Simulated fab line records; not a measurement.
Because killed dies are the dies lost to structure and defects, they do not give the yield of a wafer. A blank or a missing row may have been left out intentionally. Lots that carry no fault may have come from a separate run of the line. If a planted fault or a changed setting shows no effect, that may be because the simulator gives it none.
The tool behind it: which one? / flow nand-harc / 36 wafers from 12 lots sampled at 5 of the route's 1302 steps

== WHAT EACH GAUGE READ, for each wafer ==
NHARC_END_SORT_01. Usual: defect-limited-yield 92.0 %, standard deviation 2.8; killed-at-array 49, standard deviation 19; killed-at-other 0.9, standard deviation 1.1; killed-at-periphery 4.0, standard deviation 2.7; killed-dies 54, standard deviation 19; killed-open 3.3, standard deviation 1.8; killed-short 2.6, standard deviation 1.6; sort_bin_2_pct 2.9 %, standard deviation 1.2; sort_bin_3_pct 0.5 %, standard deviation 0.36; sort_bin_4_pct 4.6 %, standard deviation 1.5; sort-n-pass 623, standard deviation 19; sort-rim-yield-pct 91 %, standard deviation 4.7; sort-yield-pct 92.0 %, standard deviation 2.8.
lot=L826; measured=day 25 06:32; on=prober-02; defect-limited-yield (%)=95.4 93.1 92.9; killed-at-array=25 43 42; killed-at-other=2 0 1; killed-at-periphery=4 4 5; killed-dies=31 47 48; killed-open=3 2 9; killed-short=0 3 4; sort_bin_2_pct (%)=1.5 3.2 3.0; sort_bin_3_pct (%)=0.3 0.4 0.4; sort_bin_4_pct (%)=2.8 3.2 3.7; sort-n-pass=646 630 629; sort-rim-yield-pct (%)=92 94 92; sort-yield-pct (%)=95.4 93.1 92.9; flag=
lot=L830; measured=day 26 08:05; on=prober-02; defect-limited-yield (%)=91.3 89.8; killed-at-array=53 66; killed-at-other=1 1; killed-at-periphery=5 2; killed-dies=59 69; killed-open=0 1; killed-short=3 4; sort_bin_2_pct (%)=3.4 3.5; sort_bin_3_pct (%)=1.2 1.0; sort_bin_4_pct (%)=4.1 5.6; sort-n-pass=618 608; sort-rim-yield-pct (%)=86 92; sort-yield-pct (%)=91.3 89.8; flag=
lot=L831; measured=day 26 07:14; on=prober-01; defect-limited-yield (%)=86.6 90.3 87.0; killed-at-array=86 65 85; killed-at-other=0 1 0; killed-at-periphery=5 0 3; killed-dies=91 66 88; killed-open=4 1 2; killed-short=4 3 5; sort_bin_2_pct (%)=4.3 2.8 3.8; sort_bin_3_pct (%)=1.2 1.5 1.9; sort_bin_4_pct (%)=8.0 5.5 7.2; sort-n-pass=586 611 589; sort-rim-yield-pct (%)=81 92 86; sort-yield-pct (%)=86.6 90.3 87.0; flag=
lot=L837; measured=day 30 19:33; on=prober-02; defect-limited-yield (%)=87.1 87.9 90.1; killed-at-array=86 79 63; killed-at-other=1 1 2; killed-at-periphery=0 2 2; killed-dies=87 82 67; killed-open=3 4 4; killed-short=1 1 1; sort_bin_2_pct (%)=4.6 5.3 4.0; sort_bin_3_pct (%)=1.6 0.6 0.9; sort_bin_4_pct (%)=6.6 6.2 5.0; sort-n-pass=590 595 610; sort-rim-yield-pct (%)=93 91 81; sort-yield-pct (%)=87.1 87.9 90.1; flag=
lot=L839; measured=day 31 02:34; on=prober-02; defect-limited-yield (%)=95.6 96.2 94.8; killed-at-array=26 25 30; killed-at-other=0 0 1; killed-at-periphery=4 1 4; killed-dies=30 26 35; killed-open=2 2 5; killed-short=6 3 5; sort_bin_2_pct (%)=1.6 0.9 2.1; sort_bin_3_pct (%)=0.3 0.3 0; sort_bin_4_pct (%)=2.5 2.7 3.1; sort-n-pass=647 651 642; sort-rim-yield-pct (%)=93 98 96; sort-yield-pct (%)=95.6 96.2 94.8; flag=
lot=L844; measured=day 33 19:03; on=prober-02; defect-limited-yield (%)=90.4 91.7 93.4; killed-at-array=61 55 40; killed-at-other=0 0 0; killed-at-periphery=4 1 5; killed-dies=65 56 45; killed-open=4 2 3; killed-short=6 2 2; sort_bin_2_pct (%)=2.7 2.8 1.9; sort_bin_3_pct (%)=0.3 0.4 0.6; sort_bin_4_pct (%)=6.6 5.0 4.1; sort-n-pass=612 621 632; sort-rim-yield-pct (%)=94 97 87; sort-yield-pct (%)=90.4 91.7 93.4; flag=
lot=L845; measured=day 33 11:19; on=prober-01; defect-limited-yield (%)=88.9 90.7 89.2; killed-at-array=68 57 65; killed-at-other=4 2 5; killed-at-periphery=3 4 3; killed-dies=75 63 73; killed-open=4 6 1; killed-short=1 3 3; sort_bin_2_pct (%)=4.0 3.7 3.5; sort_bin_3_pct (%)=1.0 0.6 0.6; sort_bin_4_pct (%)=6.1 5.0 6.6; sort-n-pass=602 614 604; sort-rim-yield-pct (%)=89 97 94; sort-yield-pct (%)=88.9 90.7 89.2; flag=

== TOOL THAT RAN EACH LOT (tool first, then ch and the chambers of the sampled wafers, then the start) ==
lot=L825; NHARC_P_M0_DEP_32=pecvd-03 ch 0,2, day 6 12:13; NHARC_P_M1_STRIP_19=wet-bench-08 ch 2,4,5, day 6 14:17; NHARC_P_M1_DEGAS_29=pvd-sputter-02, day 6 14:33; NHARC_P_M1_ANNEAL_31=rtp-anneal-02 ch 0, day 6 15:17
lot=L826; NHARC_P_M0_DEP_32=pecvd-04 ch 0,1, day 6 23:46; NHARC_P_M1_STRIP_19=wet-bench-08 ch 0,1,3, day 7 01:57; NHARC_P_M1_DEGAS_29=pvd-sputter-03, day 7 02:13; NHARC_P_M1_ANNEAL_31=rtp-anneal-01 ch 0, day 7 03:02
lot=L828; NHARC_P_M0_DEP_32=pecvd-01 ch 0,2, day 7 15:54; NHARC_P_M1_STRIP_19=wet-bench-10 ch 0,6,7, day 7 18:03; NHARC_P_M1_DEGAS_29=pvd-sputter-01, day 7 18:18; NHARC_P_M1_ANNEAL_31=rtp-anneal-02 ch 0, day 7 19:02
lot=L830; NHARC_P_M0_DEP_32=pecvd-01 ch 1,2, day 8 19:08; NHARC_P_M1_STRIP_19=wet-bench-10 ch 1,2,6, day 8 21:16; NHARC_P_M1_DEGAS_29=pvd-sputter-02, day 8 21:32; NHARC_P_M1_ANNEAL_31=rtp-anneal-01 ch 0, day 8 22:20
lot=L831; NHARC_P_M0_DEP_32=pecvd-04 ch 0,1, day 8 21:25; NHARC_P_M1_STRIP_19=wet-bench-08 ch 0,4,7, day 8 23:37; NHARC_P_M1_DEGAS_29=pvd-sputter-01, day 8 23:53; NHARC_P_M1_ANNEAL_31=rtp-anneal-01 ch 0, day 9 00:40
lot=L833; NHARC_P_M0_DEP_32=pecvd-03 ch 1,2, day 9 18:25; NHARC_P_M1_STRIP_19=wet-bench-10 ch 3,4,6, day 9 20:44; NHARC_P_M1_DEGAS_29=pvd-sputter-03, day 9 21:00; NHARC_P_M1_ANNEAL_31=rtp-anneal-01 ch 0, day 9 21:46
lot=L837; NHARC_P_M0_DEP_32=pecvd-01 ch 0,1,2, day 12 07:41; NHARC_P_M1_STRIP_19=wet-bench-10 ch 3,4,5, day 12 09:58; NHARC_P_M1_DEGAS_29=pvd-sputter-03, day 12 10:14; NHARC_P_M1_ANNEAL_31=rtp-anneal-01 ch 0, day 12 11:01
lot=L839; NHARC_P_M0_DEP_32=pecvd-03 ch 0,1,2, day 12 07:56; NHARC_P_M1_STRIP_19=wet-bench-08 ch 3,4,5, day 12 10:07; NHARC_P_M1_DEGAS_29=pvd-sputter-02, day 12 10:23; NHARC_P_M1_ANNEAL_31=rtp-anneal-02 ch 0, day 12 11:08
lot=L844; NHARC_P_M0_DEP_32=pecvd-04 ch 0,1,2, day 14 18:11; NHARC_P_M1_STRIP_19=wet-bench-08 ch 1,4,5, day 14 20:25; NHARC_P_M1_DEGAS_29=pvd-sputter-03, day 14 20:41; NHARC_P_M1_ANNEAL_31=rtp-anneal-01 ch 0, day 14 21:26
lot=L845; NHARC_P_M0_DEP_32=pecvd-03 ch 0,1, day 15 06:08; NHARC_P_M1_STRIP_19=wet-bench-08 ch 1,2,6, day 15 08:23; NHARC_P_M1_DEGAS_29=pvd-sputter-02, day 15 08:40; NHARC_P_M1_ANNEAL_31=rtp-anneal-01 ch 0, day 15 09:23
lot=L846; NHARC_P_M0_DEP_32=pecvd-01 ch 0,1, day 15 09:19; NHARC_P_M1_STRIP_19=wet-bench-08 ch 3,5,6, day 15 11:34; NHARC_P_M1_DEGAS_29=pvd-sputter-03, day 15 11:49; NHARC_P_M1_ANNEAL_31=rtp-anneal-02 ch 0, day 15 12:35
lot=L847; NHARC_P_M0_DEP_32=pecvd-04 ch 0,2, day 15 21:34; NHARC_P_M1_STRIP_19=wet-bench-08 ch 1,3,5, day 15 23:41; NHARC_P_M1_DEGAS_29=pvd-sputter-01, day 15 23:58; NHARC_P_M1_ANNEAL_31=rtp-anneal-02 ch 0, day 16 00:47
- NHARC_P_M0_DEP_32: deposits SiCN, target thk 30 nm.
- NHARC_P_M1_STRIP_19: strips in post etch residue remover, time 600 s.
- NHARC_P_M1_DEGAS_29: time 60 s.
- NHARC_P_M1_ANNEAL_31: time 90 s.

== AS READ BY THE TOOLS THEMSELVES (means over the sampled wafers that have a number; for cases with no such wafer, the mark the record gives instead) ==
NHARC_P_M0_DEP_32. Usual: heater-power-w 578 W, standard deviation 65; showerhead-vpp-V 1321 V, standard deviation 75.
lot=L825; tool=pecvd-03; heater-power-w (W)=601; showerhead-vpp-V (V)=1314; flag=
lot=L826; tool=pecvd-04; heater-power-w (W)=551; showerhead-vpp-V (V)=1291; flag=
lot=L828; tool=pecvd-01; heater-power-w (W)=640; showerhead-vpp-V (V)=1251; flag=
lot=L830; tool=pecvd-01; heater-power-w (W)=578; showerhead-vpp-V (V)=1243; flag=
lot=L831; tool=pecvd-04; heater-power-w (W)=560; showerhead-vpp-V (V)=1294; flag=
lot=L833; tool=pecvd-03; heater-power-w (W)=631; showerhead-vpp-V (V)=1279; flag=
lot=L837; tool=pecvd-01; heater-power-w (W)=595; showerhead-vpp-V (V)=1325; flag=
lot=L839; tool=pecvd-03; heater-power-w (W)=591; showerhead-vpp-V (V)=1308; flag=
lot=L844; tool=pecvd-04; heater-power-w (W)=544; showerhead-vpp-V (V)=1323; flag=
lot=L845; tool=pecvd-03; heater-power-w (W)=535; showerhead-vpp-V (V)=1292; flag=
lot=L846; tool=pecvd-01; heater-power-w (W)=605; showerhead-vpp-V (V)=1402; flag=
lot=L847; tool=pecvd-04; heater-power-w (W)=477; showerhead-vpp-V (V)=1354; flag=

NHARC_P_M1_STRIP_19. Usual: bath-heat-duty-pct 12.7 %, standard deviation 1.4; run-length-s 603.5 s, standard deviation 1.1.
lot=L825; tool=wet-bench-08; bath-heat-duty-pct (%)=12.8; run-length-s (s)=603.1; flag=
lot=L826; tool=wet-bench-08; bath-heat-duty-pct (%)=11.8; run-length-s (s)=603.5; flag=
lot=L828; tool=wet-bench-10; bath-heat-duty-pct (%)=12.4; run-length-s (s)=603.3; flag=
lot=L830; tool=wet-bench-10; bath-heat-duty-pct (%)=13.3; run-length-s (s)=603.4; flag=
lot=L831; tool=wet-bench-08; bath-heat-duty-pct (%)=12.2; run-length-s (s)=604.9; flag=
lot=L833; tool=wet-bench-10; bath-heat-duty-pct (%)=11.2; run-length-s (s)=603.6; flag=
lot=L837; tool=wet-bench-10; bath-heat-duty-pct (%)=-; run-length-s (s)=-; flag=OFF
lot=L839; tool=wet-bench-08; bath-heat-duty-pct (%)=-; run-length-s (s)=-; flag=OFF
lot=L844; tool=wet-bench-08; bath-heat-duty-pct (%)=12.1; run-length-s (s)=603.2; flag=
lot=L845; tool=wet-bench-08; bath-heat-duty-pct (%)=12.6; run-length-s (s)=603.4; flag=
lot=L846; tool=wet-bench-08; bath-heat-duty-pct (%)=12.7; run-length-s (s)=602.3; flag=
lot=L847; tool=wet-bench-08; bath-heat-duty-pct (%)=12.2; run-length-s (s)=603.0; flag=

NHARC_P_M1_DEGAS_29. Usual: heater-power-w reads 322 W (standard deviation 31).
lot=L825; tool=pvd-sputter-02; heater-power-w (W)=364; flag=
lot=L826; tool=pvd-sputter-03; heater-power-w (W)=300; flag=
lot=L828; tool=pvd-sputter-01; heater-power-w (W)=328; flag=
lot=L830; tool=pvd-sputter-02; heater-power-w (W)=326; flag=
lot=L831; tool=pvd-sputter-01; heater-power-w (W)=346; flag=
lot=L833; tool=pvd-sputter-03; heater-power-w (W)=319; flag=
lot=L837; tool=pvd-sputter-03; heater-power-w (W)=305; flag=
lot=L839; tool=pvd-sputter-02; heater-power-w (W)=352; flag=
lot=L844; tool=pvd-sputter-03; heater-power-w (W)=292; flag=
lot=L845; tool=pvd-sputter-02; heater-power-w (W)=329; flag=
lot=L846; tool=pvd-sputter-03; heater-power-w (W)=295; flag=
lot=L847; tool=pvd-sputter-01; heater-power-w (W)=346; flag=

NHARC_P_M1_ANNEAL_31. Usual: wafer_temp_C_max reads 225.93 (standard deviation 0.25).
lot=L825 tool=rtp-anneal-02 wafer_temp_C_max=226.21 flag=
lot=L826 tool=rtp-anneal-01 wafer_temp_C_max=225.87 flag=
lot=L828 tool=rtp-anneal-02 wafer_temp_C_max=225.80 flag=
lot=L830 tool=rtp-anneal-01 wafer_temp_C_max=225.88 flag=
lot=L831 tool=rtp-anneal-01 wafer_temp_C_max=225.88 flag=
lot=L833 tool=rtp-anneal-01 wafer_temp_C_max=225.94 flag=
lot=L837 tool=rtp-anneal-01 wafer_temp_C_max=225.78 flag=
lot=L839 tool=rtp-anneal-02 wafer_temp_C_max=225.93 flag=
lot=L844 tool=rtp-anneal-01 wafer_temp_C_max=225.77 flag=
lot=L845 tool=rtp-anneal-01 wafer_temp_C_max=225.48 flag=
lot=L846 tool=rtp-anneal-02 wafer_temp_C_max=226.12 flag=
lot=L847 tool=rtp-anneal-02 wafer_temp_C_max=225.87 flag=

== THE ANSWER, worked out from the rows above alone ==
Rule: a lot is off if the mean of its wafers that have a number lies more than 3 standard deviations from the usual mean. A lot without any number at a reading at which 4 lots or more have one is off too. All remaining lots with rows at the step are treated as sound. The gauges are gone through in route order, then the tools' own readings, and for those a lot's mean is taken as printed above. The first step at which some lot is off is used, and at that step the reading that is off furthest; a lot without a number counts as furthest.
Off, at NHARC_P_M1_STRIP_19 on bath-heat-duty-pct: L837, L839. Without a number there: L837, L839.
If a tool, at that step or one of the process steps before it, ran each lot that is off and ran no sound lot following the first of them, it fits. None of those tried fits.

== WHAT THE SIMULATOR PUT IN ==
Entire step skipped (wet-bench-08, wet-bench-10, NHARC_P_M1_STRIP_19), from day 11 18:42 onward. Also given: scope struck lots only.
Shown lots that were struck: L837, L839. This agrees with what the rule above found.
